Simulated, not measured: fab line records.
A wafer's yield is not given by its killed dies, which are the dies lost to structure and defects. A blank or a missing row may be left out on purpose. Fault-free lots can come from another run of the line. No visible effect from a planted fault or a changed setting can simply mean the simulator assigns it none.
fab line records	flow n5Finfet
record: lots: 10	wafers: 30	lastDay: 17
route steps=1938 shown HKMG_FIN@388 BEOL_M4@1095 BEOL_M5@1112 PASSIVATION@1936
lots with no fault: from the same line, run without faults
startH: hours from the record's first day to the start of the lot's first wafer shown	waitH: hours from the lot's prior step to this one	" same as the row above	L1.1+2: a single row standing in for several wafers	- either no value or no given start	* or withheld: withheld	< > ~ a bound
route shown NAME@n: a module of which the file shows steps, and the number in the route of the first	usual: mean/standard deviation taken from wafers without a fault	same: alike in all rows	chamber/n: place in a boat	sites: readings site by site	_std_site: how widely they spread, as a standard deviation	_edge_site: inner sites' mean taken away from outer sites' mean	radiusMm: for every site, how far away it sits from the centre of the wafer	mask NAME#n: copy n	behind: the tool/chamber that last shaped the wafer	hold: the reason the lot was held/the length of the hold in hours/how it ended	device: which transistor (n, p or np) failed to switch	end of line: the tests these same wafers got at the end of their route	step lacking rows: just its recipe	killed: at the first sort, the dies lost to defects and structure; wafer yield is something else	map: the dies of a wafer, with x for killed, . for not killed, _ for no die there
set.NAME: the setting as run; set.NAME@STEP: as run at that earlier step	model.NAME: the simulator's own value behind a step, which no gauge read
a sample of lots followed through the steps of the route, with each step as a table and each wafer as a row
services: when a tool's chamber went out of use (startH, in hours from the record's first day, below 0 if earlier), for how many hours, and the reason
== steps ==
step: N5_HKMG_FIN_ALD_74
recipe: material: La2O3	targetThkA: 5	tempC: 250	aldPrecursorFamily: La-Cp	aldCoReactant: O3	pulseTimeS: 6	coReactantPulseTimeS: 1	purgeTimeS: 3	coReactantPurgeTimeS: 3
usual: heaterPowerW: 359/37	precursorPulseHeightRel: 1.002/0.02
lot.wafer	tool	chamber	startH	waitH	heaterPowerW	precursorPulseHeightRel
L346.1	aldHk-03	1	80.16	0.2	317	0.983
L346.3	"	0	"	"	360	1.016
L346.5	"	0	"	"	367	1.014
L347.1	aldHk-03	0	82.14	0.2	365	1.005
L347.4	"	3	"	"	409	0.984
L347.6	"	3	"	"	405	1.024
L349.1	aldHk-02	2	93.89	0.2	352	1.002
L349.2	"	3	"	"	306	1.002
L349.4	"	0	"	"	350	1.043
L360.2	aldHk-01	0	160.39	0.2	305	1.019
L360.3	"	2	"	"	335	0.986
L360.5	"	3	"	"	366	0.986
L361.2	aldHk-03	1	169.35	0.2	315	0.997
L361.3	"	2	"	"	369	1.029
L361.4	"	0	"	"	369	1.035
L363.1	aldHk-03	1	181.99	0.2	314	1.001
L363.2	"	3	"	"	400	1.020
L363.5	"	2	"	"	371	0.990
L364.4	aldHk-03	2	185.57	0.1	365	1.025
L364.5	"	0	"	"	361	0.984
L364.6	"	3	"	"	406	0.995
L365.2	aldHk-01	1	193.39	0.2	376	1.056
L365.3	"	0	"	"	309	0.991
L365.4	"	3	"	"	369	1.001
L367.1	aldHk-03	2	204.48	0.2	363	1.004
L367.2	"	1	"	"	317	0.985
L367.6	"	2	"	"	374	1.010
L368.1	aldHk-03	2	210.84	0.2	378	0.998
L368.3	"	0	"	"	377	1.017
L368.5	"	0	"	"	363	0.971
step: N5_BEOL_M4_ANNEAL_91
recipe: tempC: 400	timeS: 240	ambient: vacuum
usual: heaterPowerW: 874/130
lot.wafer	tool	chamber	startH	waitH	heaterPowerW
L347.1	pvdSputter-01	-	173.71	0.0	655
L347.4	"	-	"	"	800
L347.6	"	-	"	"	848
L346.1	pvdSputter-03	-	177.55	0.0	817
L346.3	"	-	"	"	1010
L346.5	"	-	"	"	781
L349.1	pvdSputter-02	-	181.03	0.0	821
L349.2	"	-	"	"	810
L349.4	"	-	"	"	1032
L360.2	pvdSputter-02	-	254.71	0.0	830
L360.3	"	-	"	"	1014
L360.5	"	-	"	"	805
L361.2	pvdSputter-03	-	256.86	0.0	823
L361.3	"	-	"	"	1019
L361.4	"	-	"	"	774
L364.4	pvdSputter-02	-	265.75	0.0	837
L364.5	"	-	"	"	1013
L364.6	"	-	"	"	1036
L363.1	pvdSputter-01	-	268.52	0.0	657
L363.2	"	-	"	"	829
L363.5	"	-	"	"	657
L365.2	pvdSputter-03	-	286.26	0.0	808
L365.3	"	-	"	"	767
L365.4	"	-	"	"	889
L367.1	pvdSputter-01	-	293.93	0.0	1091
L367.2	"	-	"	"	826
L367.6	"	-	"	"	659
L368.1	pvdSputter-01	-	295.81	0.0	662
L368.3	"	-	"	"	833
L368.5	"	-	"	"	1104
step: N5_BEOL_M4_RC_MEAS_101
usual: DIBL_N: 36.3/1.7	DIBL_P: 36.5/1.8	IOFF_N: 0.16/0.033	IOFF_P: 0.21/0.037	IOFF_P_85C: 3.7/0.52	IOFF_P_LIN: 0.101/0.014	IOFF_P_LONG: 0.000107/1e-05	ION_N: 675/11	ION_P: 462/7.9	SS_N: 71.6/0.64	SS_P: 73.3/0.68	VT_N: 249/3.3	VT_N_LVT: 98/3.3	VT_P: -250/3.3	VT_P_LONG: -276/3.1
lot.wafer	tool	chamber	startH	waitH	DIBL_N[mV/V]	DIBL_P[mV/V]	IOFF_N[nA/um]	IOFF_P[nA/um]	IOFF_P_85C[nA/um]	IOFF_P_LIN[nA/um]	IOFF_P_LONG[nA/um]	ION_N[uA/um]	ION_P[uA/um]	SS_N[mV/dec]	SS_P[mV/dec]	VT_N[mV]	VT_N_LVT[mV]	VT_P[mV]	VT_P_LONG[mV]
L347.1	prober-01	0	175.39	0.0	37.0	37.9	0.16	0.23	3.8	0.103	0.000104	674	464	71.5	73.7	249	99	-251	-278
L347.4	"	0	"	"	35.9	36.4	0.14	0.72	10.0	0.330	0.000269	669	510	71.1	73.5	251	134	-217	-244
L347.6	"	0	"	"	36.4	36.3	0.14	0.69	9.8	0.323	0.000261	675	521	71.3	73.1	251	133	-217	-243
L346.1	prober-02	0	179.55	0.0	33.6	34.1	0.14	0.21	3.6	0.102	0.000122	673	467	71.1	73.2	248	98	-248	-271
L346.3	"	0	"	"	36.4	37.0	0.18	0.25	4.2	0.113	0.000113	679	468	72.3	73.4	250	97	-249	-274
L346.5	"	0	"	"	35.8	36.4	0.17	0.24	4.0	0.110	0.000112	676	467	71.8	73.1	249	95	-246	-272
L349.1	prober-01	0	182.71	0.0	36.4	35.8	0.15	0.22	3.8	0.106	0.00011	672	463	72.0	72.9	249	98	-248	-274
L349.2	"	0	"	"	38.2	38.6	0.19	0.26	4.3	0.119	0.000118	682	470	71.9	74.6	245	96	-246	-273
L349.4	"	0	"	"	37.6	37.2	0.16	0.24	4.1	0.114	0.000112	671	466	72.3	74.0	250	98	-245	-273
L360.2	prober-02	0	256.66	0.2	37.0	36.3	0.17	0.24	4.1	0.111	0.000112	677	463	71.6	73.4	249	97	-248	-275
L360.3	"	0	"	"	38.1	37.1	0.19	0.24	4.1	0.112	0.000106	675	462	72.2	73.7	248	95	-246	-273
L360.5	"	0	"	"	39.1	38.9	0.21	0.27	4.5	0.120	0.000105	686	465	72.7	73.8	248	93	-248	-275
L361.2	prober-02	0	258.71	0.2	38.3	38.1	0.17	0.20	3.6	0.091	8.6e-05	681	455	72.2	74.4	250	98	-254	-280
L361.3	"	0	"	"	37.4	36.6	0.15	0.19	3.3	0.088	9e-05	660	457	72.0	73.6	252	100	-255	-279
L361.4	"	0	"	"	39.3	38.4	0.17	0.20	3.6	0.091	9e-05	661	450	73.0	73.8	251	99	-253	-280
L364.4	prober-01	0	267.91	0.5	37.3	36.6	0.16	0.23	4.1	0.112	0.000115	678	472	71.4	72.5	254	100	-245	-272
L364.5	"	0	"	"	36.3	35.8	0.15	0.22	3.9	0.109	0.000115	662	460	71.4	73.4	253	101	-248	-273
L364.6	"	0	"	"	37.3	36.4	0.17	0.23	4.0	0.111	0.00011	667	464	71.9	73.5	249	99	-247	-275
L363.1	prober-02	0	270.29	0.0	37.0	38.3	0.22	0.22	3.8	0.102	0.000105	705	462	72.0	73.2	243	90	-251	-275
L363.2	"	0	"	"	38.2	39.1	0.23	0.23	3.9	0.106	0.000108	686	456	72.5	73.7	244	91	-248	-276
L363.5	"	0	"	"	37.9	38.9	0.24	0.23	4.0	0.107	0.000106	683	458	72.2	73.6	240	89	-250	-277
L365.2	prober-02	0	288.09	0.2	33.4	33.1	0.13	0.17	3.0	0.083	0.000106	682	465	71.4	72.7	251	99	-254	-276
L365.3	"	0	"	"	35.3	34.8	0.16	0.19	3.4	0.093	0.000109	677	462	71.3	73.6	247	98	-251	-275
L365.4	"	0	"	"	34.3	33.9	0.14	0.18	3.2	0.088	0.000103	672	459	71.9	73.2	250	98	-252	-279
L368.1	prober-01	0	298.10	0.0	33.2	33.6	0.12	0.16	2.8	0.079	9.6e-05	669	452	71.2	72.4	252	98	-256	-275
L368.3	"	0	"	"	36.3	37.7	0.18	0.21	3.6	0.099	0.0001	678	461	71.9	74.4	248	94	-250	-277
L368.5	"	0	"	"	36.8	38.6	0.19	0.22	3.8	0.101	9.9e-05	677	458	72.1	74.3	246	95	-253	-277
L367.1	prober-02	0	298.18	0.0	36.2	35.1	0.14	0.17	3.0	0.082	9.7e-05	662	447	71.2	73.8	253	100	-251	-280
L367.2	"	0	"	"	37.3	36.3	0.16	0.18	3.3	0.088	9.5e-05	677	458	72.1	73.9	249	95	-254	-279
L367.6	"	0	"	"	37.5	37.0	0.16	0.20	3.6	0.094	9.6e-05	673	458	71.5	74.2	247	96	-253	-281
step: N5_BEOL_M5_ILD_DEP_00
recipe: material: SiCOH_lowk	targetThkA: 1406.4	tempC: 300	precursor: DEMS/porogen	pressureTorr: 5	rfW: 500	timeS: 25.9
usual: heaterPowerW: 289/37	showerheadPlenumPTorr: 5.738/0.013	throttleValvePct: 13.8/0.63
lot.wafer	tool	chamber	startH	waitH	heaterPowerW	showerheadPlenumPTorr	throttleValvePct
L347.1	pecvd-02	2	176.36	0.8	236	5.734	12.5
L347.4	"	1	"	"	220	5.770	13.3
L347.6	"	2	"	"	243	5.727	12.2
L346.1	pecvd-03	0	180.53	0.8	286	5.722	14.3
L346.3	"	2	"	"	295	5.739	14.1
L346.5	"	0	"	"	292	5.735	14.4
L349.1	pecvd-04	1	183.67	0.8	300	5.728	14.3
L349.2	"	2	"	"	296	5.736	14.5
L349.4	"	0	"	"	272	5.739	14.0
L360.2	pecvd-02	0	257.47	0.7	383	5.721	14.7
L360.3	"	1	"	"	256	5.756	13.5
L360.5	"	1	"	"	259	5.760	13.7
L361.2	pecvd-03	2	259.51	0.7	308	5.747	13.9
L361.3	"	0	"	"	278	5.718	14.2
L361.4	"	0	"	"	291	5.722	14.0
L364.4	pecvd-04	2	268.43	0.4	256	5.739	12.4
L364.5	"	0	"	"	246	5.722	14.2
L364.6	"	1	"	"	312	5.734	14.2
L363.1	pecvd-04	1	271.25	0.8	311	5.730	14.3
L363.2	"	0	"	"	276	5.739	13.7
L363.5	"	1	"	"	311	5.729	14.2
L365.2	pecvd-02	0	288.91	0.7	373	5.728	14.8
L365.3	"	2	"	"	224	5.730	12.6
L365.4	"	2	"	"	227	5.726	12.8
L368.1	pecvd-02	2	299.06	0.8	276	5.721	12.6
L368.3	"	1	"	"	254	5.755	13.6
L368.5	"	1	"	"	248	5.755	13.7
L367.1	pecvd-04	0	299.14	0.8	273	5.720	14.4
L367.2	"	1	"	"	316	5.720	14.1
L367.6	"	2	"	"	247	5.729	12.1
step: N5_BEOL_M5_HM_DEP_02
recipe: material: TiN	targetThkA: 200	tempC: 25	chamberPressurePa: 0.49996
usual: throttleValvePct: 30.5/0.89
lot.wafer	tool	chamber	startH	waitH	throttleValvePct
L347.1	pvdSputter-01	-	177.83	0.8	30.1
L347.4	"	-	"	"	31.4
L347.6	"	-	"	"	30.6
L346.1	pvdSputter-01	-	181.91	0.8	30.3
L346.3	"	-	"	"	30.2
L346.5	"	-	"	"	31.9
L349.1	pvdSputter-03	-	185.35	1.1	29.5
L349.2	"	-	"	"	31.3
L349.4	"	-	"	"	29.7
L360.2	pvdSputter-02	-	259.63	1.5	29.4
L360.3	"	-	"	"	30.6
L360.5	"	-	"	"	29.3
L361.2	pvdSputter-01	-	262.81	2.5	31.3
L361.3	"	-	"	"	30.4
L361.4	"	-	"	"	31.7
L364.4	pvdSputter-01	-	270.00	0.9	30.3
L364.5	"	-	"	"	30.4
L364.6	"	-	"	"	32.2
L363.1	pvdSputter-02	-	273.25	1.4	31.8
L363.2	"	-	"	"	30.7
L363.5	"	-	"	"	29.7
L365.2	pvdSputter-02	-	290.42	0.4	31.7
L365.3	"	-	"	"	30.8
L365.4	"	-	"	"	29.7
L368.1	pvdSputter-03	-	300.74	0.6	29.5
L368.3	"	-	"	"	29.9
L368.5	"	-	"	"	29.3
L367.1	pvdSputter-03	-	300.94	0.7	29.4
L367.2	"	-	"	"	29.4
L367.6	"	-	"	"	29.7
step: N5_PASSIVATION_PROBE_49
usual: defectLimitedYield: 91.3/1.5	killed_at_M0_to_M3: 34/9.4	killed_at_M4_up: 13/5.3	killedAtContacts: 13/5.7	killedAtFrontEnd: 40/10	killedAtOther: 3.7/2.8	killedDies: 103/17	killedOpen: 67/13	killedShort: 35/8.5	sort_bin_4_leakage: 0.00/0.016	sort_bin_5_function: 5.0/0.98	sort_bin_6_memory: 3.3/0.7	sortNPass: 1077/17	sortYieldPct: 91.3/1.5
same: grossDies: 1180	killedAtBackSide: 0	sort_bin_8_speed[%]: 0
lot.wafer	tool	chamber	startH	waitH	defectLimitedYield[%]	killed_at_M0_to_M3	killed_at_M4_up	killedAtContacts	killedAtFrontEnd	killedAtOther	killedDies	killedOpen	killedShort	sort_bin_4_leakage[%]	sort_bin_5_function[%]	sort_bin_6_memory[%]	sortNPass	sortYieldPct[%]
L347.1	prober-02	-	272.68	0.0	90.1	41	11	14	51	0	117	69	47	0	5.7	3.7	1063	90.1
L347.4	prober-02	-	272.83	0.2	93.0	26	10	13	33	1	83	57	24	62.80	4.2	2.5	356	30.2
L347.6	prober-02	-	272.93	0.3	93.5	37	8	9	19	4	77	51	24	57.46	3.6	2.8	425	36.0
L360.2	prober-01	-	365.21	0.1	87.6	59	14	17	52	4	146	81	65	0	7.5	4.8	1034	87.6
L360.3	prober-01	-	365.26	0.1	91.0	30	22	15	34	5	106	56	50	0	4.8	3.9	1074	91.0
L360.5	prober-01	-	365.36	0.2	88.4	32	22	24	55	4	137	83	52	0	6.4	4.6	1043	88.4
L361.2	prober-02	-	370.13	0.2	89.7	28	17	12	57	7	121	76	35	0	5.1	4.2	1059	89.7
L361.3	prober-02	-	370.18	0.3	92.0	42	13	2	32	5	94	70	24	0	4.6	3.0	1086	92.0
L361.4	prober-02	-	370.23	0.3	93.5	31	10	3	31	2	77	48	27	0	3.9	2.3	1103	93.5
L363.1	prober-02	-	374.65	0.0	93.6	24	6	13	31	2	76	54	22	0	3.0	3.3	1104	93.6
L363.2	prober-02	-	374.70	0.1	93.6	35	7	6	27	0	75	61	14	0	3.2	3.0	1105	93.6
L363.5	prober-02	-	374.85	0.2	91.3	37	15	6	41	4	103	64	36	0	4.3	3.6	1077	91.3
L365.2	prober-01	-	386.92	0.1	93.1	17	16	15	34	0	82	51	31	0	4.2	2.8	1098	93.1
L365.3	prober-01	-	386.97	0.1	93.0	26	10	16	31	0	83	46	37	0	4.5	2.4	1097	93.0
L365.4	prober-01	-	387.02	0.2	94.2	13	8	7	38	2	68	48	18	0	3.6	2.0	1112	94.2
killed by level:class
L347.1 STI_FIN_REVEAL:geometricParticle:open=13 MOL_CONTACT_COAG:geometricParticle:open=10 BEOL_M1:geometricParticle:short=9 BEOL_M3:geometricParticle:open=9 BEOL_M0_SAQP:geometricParticle:short=8 FIN_SAQP:geometricParticle:short=7 GATE_CUT:geometricParticle:short=7 FIN_SAQP:geometricParticle:open=6
L347.4 BEOL_M1:geometricParticle:open=10 MOL_CONTACT_COAG:geometricParticle:open=9 GATE_CUT:geometricParticle:open=5 BEOL_M2:geometricParticle:open=5 STARTING-WAFER:geometricParticle:open=5 GATE_CUT:geometricParticle:short=4 MOL_CONTACT_COAG:geometricParticle:short=4 BEOL_M0_SAQP:geometricParticle:open=4
L347.6 BEOL_M0_SAQP:geometricParticle:short=8 BEOL_M1:geometricParticle:open=8 MOL_CONTACT_COAG:geometricParticle:open=7 BEOL_M2:geometricParticle:open=6 BEOL_M3:geometricParticle:open=6 BEOL_M3:geometricParticle:short=4 STI_FIN_REVEAL:geometricParticle:open=3 ILD0:geometricParticle:short=3
L360.2 FIN_SAQP:geometricParticle:short=18 MOL_CONTACT_COAG:geometricParticle:open=15 BEOL_M0_SAQP:geometricParticle:short=15 BEOL_M0_SAQP:geometricParticle:open=14 BEOL_M2:geometricParticle:open=11 BEOL_M1:geometricParticle:open=11 FIN_SAQP:geometricParticle:open=9 GATE_CUT:geometricParticle:short=7
L360.3 FIN_SAQP:geometricParticle:short=14 MOL_CONTACT_COAG:geometricParticle:open=12 FIN_SAQP:geometricParticle:open=9 BEOL_M1:geometricParticle:short=9 BEOL_M4:geometricParticle:open=7 BEOL_M0_SAQP:geometricParticle:open=6 BEOL_M4:geometricParticle:short=5 MOL_CONTACT_COAG:geometricParticle:short=3
L360.5 MOL_CONTACT_COAG:geometricParticle:open=20 FIN_SAQP:geometricParticle:open=19 FIN_SAQP:geometricParticle:short=18 BEOL_M0_SAQP:geometricParticle:short=11 BEOL_M0_SAQP:geometricParticle:open=6 DUMMY_GATE:geometricParticle:open=5 BEOL_M4:geometricParticle:open=5 BEOL_M4:geometricParticle:short=5
L361.2 FIN_SAQP:geometricParticle:open=15 MOL_CONTACT_COAG:geometricParticle:open=9 BEOL_M2:geometricParticle:open=9 HKMG_FIN:areaEtch=9 DUMMY_GATE:geometricParticle:open=8 BEOL_M0_SAQP:geometricParticle:short=7 BEOL_M4:geometricParticle:open=7 STI_FIN_REVEAL:geometricParticle:open=5
L361.3 BEOL_M4:geometricParticle:open=10 FIN_SAQP:geometricParticle:open=9 DUMMY_GATE:geometricParticle:open=9 BEOL_M0_SAQP:geometricParticle:short=9 BEOL_M1:geometricParticle:open=7 BEOL_M3:geometricParticle:open=7 BEOL_M0_SAQP:geometricParticle:open=6 BEOL_M2:geometricParticle:open=6
L361.4 FIN_SAQP:geometricParticle:open=10 BEOL_M0_SAQP:geometricParticle:short=9 DUMMY_GATE:geometricParticle:open=7 BEOL_M0_SAQP:geometricParticle:open=7 BEOL_M3:geometricParticle:open=7 BEOL_M4:geometricParticle:open=7 FIN_SAQP:geometricParticle:short=3 DUMMY_GATE:geometricParticle:short=3
L363.1 MOL_CONTACT_COAG:geometricParticle:open=12 BEOL_M0_SAQP:geometricParticle:open=10 BEOL_M2:geometricParticle:open=6 FIN_SAQP:geometricParticle:short=5 GATE_CUT:geometricParticle:short=5 FIN_SAQP:geometricParticle:open=4 STARTING-WAFER:geometricParticle:open=3 FIN_CUT:geometricParticle:open=2
L363.2 BEOL_M2:geometricParticle:open=14 BEOL_M0_SAQP:geometricParticle:open=11 STI_FIN_REVEAL:geometricParticle:open=10 FIN_SAQP:geometricParticle:short=4 MOL_CONTACT_COAG:geometricParticle:open=4 BEOL_M3:geometricParticle:open=4 BEOL_M4:geometricParticle:open=4 FIN_SAQP:geometricParticle:open=3
L363.5 BEOL_M3:geometricParticle:open=14 BEOL_M5:geometricParticle:open=9 DUMMY_GATE:geometricParticle:open=8 STARTING-WAFER:geometricParticle:open=8 BEOL_M0_SAQP:geometricParticle:short=7 FIN_SAQP:geometricParticle:short=6 MOL_CONTACT_COAG:geometricParticle:open=5 GATE_CUT:geometricParticle:short=4
L365.2 MOL_CONTACT_COAG:geometricParticle:open=11 FIN_SAQP:geometricParticle:open=10 BEOL_M4:geometricParticle:open=8 BEOL_M3:geometricParticle:open=7 BEOL_M3:geometricParticle:short=5 GATE_CUT:geometricParticle:short=4 MOL_CONTACT_COAG:geometricParticle:short=4 BEOL_M4:geometricParticle:short=4
L365.3 MOL_CONTACT_COAG:geometricParticle:open=9 BEOL_M0_SAQP:geometricParticle:short=9 MOL_CONTACT_COAG:geometricParticle:short=7 STARTING-WAFER:geometricParticle:short=7 BEOL_M0_SAQP:geometricParticle:open=6 BEOL_M1:geometricParticle:open=6 DUMMY_GATE:geometricParticle:open=5 FIN_SAQP:geometricParticle:short=4
L365.4 FIN_SAQP:geometricParticle:open=8 MOL_CONTACT_COAG:geometricParticle:open=7 FIN_SAQP:geometricParticle:short=6 GATE_CUT:geometricParticle:open=6 BEOL_M2:geometricParticle:open=6 BEOL_M4:geometricParticle:open=5 GATE_CUT:geometricParticle:short=4 STI_FIN_REVEAL:geometricParticle:open=3
== services ==
tool	chamber	startH	hours	kind
pecvd-03	-	62.01	2.6	repair
pecvd-04	0	69.27	4.5	repair
aldHk-02	-	73.93	14.6	pm
pvdSputter-03	-	121.68	0.6	repair
pvdSputter-02	-	124.42	3.5	repair
pecvd-02	-	136.08	14.6	pm
pecvd-03	-	141.25	0.5	repair
pecvd-02	0	153.68	4.6	repair
pecvd-03	0	160.72	5.5	scheduledDown
pecvd-04	1	163.50	5.5	scheduledDown
pecvd-02	1	192.94	5.5	scheduledDown
pecvd-04	2	202.38	-	clean
pecvd-04	2	202.38	-	consumableReplace:showerhead
pecvd-04	2	202.38	29.0	scheduledDown
pecvd-04	2	202.38	29.0	ventCycle
aldHk-01	-	234.70	2.8	pm
pecvd-03	2	237.15	4.5	repair
pecvd-02	0	272.02	2.1	scheduledDown
aldHk-01	-	272.55	1.6	repair
pvdSputter-03	-	278.15	5.5	repair
pvdSputter-02	-	294.67	5.9	repair
== key ==
firstSign: step: N5_BEOL_M4_RC_MEAS_101	reading: IOFF_P_LIN	direction: up	sigmas: 16	usual: 0.101	struck: 0.326
effect: step: N5_BEOL_M4_RC_MEAS_101	reading: IOFF_P_LONG	direction: up	sigmas: 16	usual: 0.000107	struck: 0.000265
effect: step: N5_BEOL_M4_RC_MEAS_101	reading: IOFF_P	direction: up	sigmas: 13	usual: 0.21	struck: 0.70
effect: step: N5_BEOL_M4_RC_MEAS_101	reading: IOFF_P_85C	direction: up	sigmas: 12	usual: 3.7	struck: 9.9
effect: step: N5_BEOL_M4_RC_MEAS_101	reading: VT_N_LVT	direction: up	sigmas: 11	usual: 98	struck: 133
effect: step: N5_BEOL_M4_RC_MEAS_101	reading: VT_P_LONG	direction: up	sigmas: 10	usual: -276	struck: -244
effect: step: N5_BEOL_M4_RC_MEAS_101	reading: VT_P	direction: up	sigmas: 10	usual: -250	struck: -217
effect: step: N5_BEOL_M4_RC_MEAS_101	reading: ION_P	direction: up	sigmas: 6.7	usual: 462	struck: 515
effect: step: N5_PASSIVATION_PROBE_49	reading: sort_bin_4_leakage	direction: up	sigmas: 99+	usual: 0.00	struck: 60.13
metAt N5_HKMG_FIN_ALD_74
struckLots L347
struckWafers L347.4,L347.6
notActingAt N5_BEOL_M4_ANNEAL_91,N5_BEOL_M5_ILD_DEP_00,N5_BEOL_M5_HM_DEP_02
onsetBetween 80.16 82.14
fault: kind: processParameterDrift	tool: aldHk-03	chamber: -	onsetH: 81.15	steps: N5_HKMG_FIN_ALD_74	channel: targetThkA	offset: *	shape: step	endH: 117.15	scope: struckWafersOnly	actsIn: *	stated: *
